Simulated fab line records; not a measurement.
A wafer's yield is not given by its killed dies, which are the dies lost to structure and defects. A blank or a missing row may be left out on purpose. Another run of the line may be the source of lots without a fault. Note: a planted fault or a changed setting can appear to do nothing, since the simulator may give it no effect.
Chamber matching / flow nand-harc / 4 sister chambers for NHARC_A_STAIRCASE_TRIM_220 on rie-diel-04
The step chemistry O2, time 211.2 s. 8 wafers are shown with their chamber, then 9 later ones without.

WAFERS, EACH WITH ITS CHAMBER
wafer=L078.5; chamber=1; drypump-motor-current-A (A)=5.7; showerhead-plenum-p-Torr (Torr)=3.63
wafer=L079.3; chamber=2; drypump-motor-current-A (A)=6.0; showerhead-plenum-p-Torr (Torr)=3.60
wafer=L082.1; chamber=0; drypump-motor-current-A (A)=5.6; showerhead-plenum-p-Torr (Torr)=3.64
wafer=L082.2; chamber=3; drypump-motor-current-A (A)=5.0; showerhead-plenum-p-Torr (Torr)=3.46
wafer=L082.5; chamber=1; drypump-motor-current-A (A)=5.7; showerhead-plenum-p-Torr (Torr)=3.62
wafer=L086.1; chamber=0; drypump-motor-current-A (A)=5.6; showerhead-plenum-p-Torr (Torr)=3.64
wafer=L086.3; chamber=3; drypump-motor-current-A (A)=5.0; showerhead-plenum-p-Torr (Torr)=3.45
wafer=L086.5; chamber=2; drypump-motor-current-A (A)=5.9; showerhead-plenum-p-Torr (Torr)=3.59

WAFERS WHOSE CHAMBER IS MISSING
wafer=L088.2; drypump-motor-current-A (A)=5.0; showerhead-plenum-p-Torr (Torr)=3.45
wafer=L088.4; drypump-motor-current-A (A)=6.0; showerhead-plenum-p-Torr (Torr)=3.58
wafer=L088.6; drypump-motor-current-A (A)=5.0; showerhead-plenum-p-Torr (Torr)=3.45
wafer=L089.1; drypump-motor-current-A (A)=6.0; showerhead-plenum-p-Torr (Torr)=3.58
wafer=L089.3; drypump-motor-current-A (A)=5.6; showerhead-plenum-p-Torr (Torr)=3.63
wafer=L089.4; drypump-motor-current-A (A)=5.7; showerhead-plenum-p-Torr (Torr)=3.61
wafer=L094.2; drypump-motor-current-A (A)=5.0; showerhead-plenum-p-Torr (Torr)=3.43
wafer=L094.5; drypump-motor-current-A (A)=6.0; showerhead-plenum-p-Torr (Torr)=3.57
wafer=L094.6; drypump-motor-current-A (A)=5.0; showerhead-plenum-p-Torr (Torr)=3.44

EACH ONE'S CHAMBER
wafer=L088.2; from the rows above=3; in truth=3
wafer=L088.4; from the rows above=2; in truth=2
wafer=L088.6; from the rows above=3; in truth=3
wafer=L089.1; from the rows above=2; in truth=2
wafer=L089.3; from the rows above=can't be placed: 0 or 1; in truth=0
wafer=L089.4; from the rows above=1; in truth=1
wafer=L094.2; from the rows above=3; in truth=3
wafer=L094.5; from the rows above=2; in truth=2
wafer=L094.6; from the rows above=3; in truth=3
Placed correctly: 8 of 9. Can't be placed from these rows: 1 (the true chamber is among the candidates in 1). Wrongly placed: 0.
How it was worked out, from the rows above alone: a wafer's distance from a chamber is the root of the sum, over the readings, of the square of ((its reading less the chamber's mean) divided by the reading's scatter). The wafer belongs to the nearest chamber; if the next one is less than 2 further off, it can't be placed. The mean given for a chamber averages the wafers shown for that chamber. The scatter: the root of (the sum of the squares of (reading less its chamber's mean) over the shown wafers, divided by (wafers less chambers)).
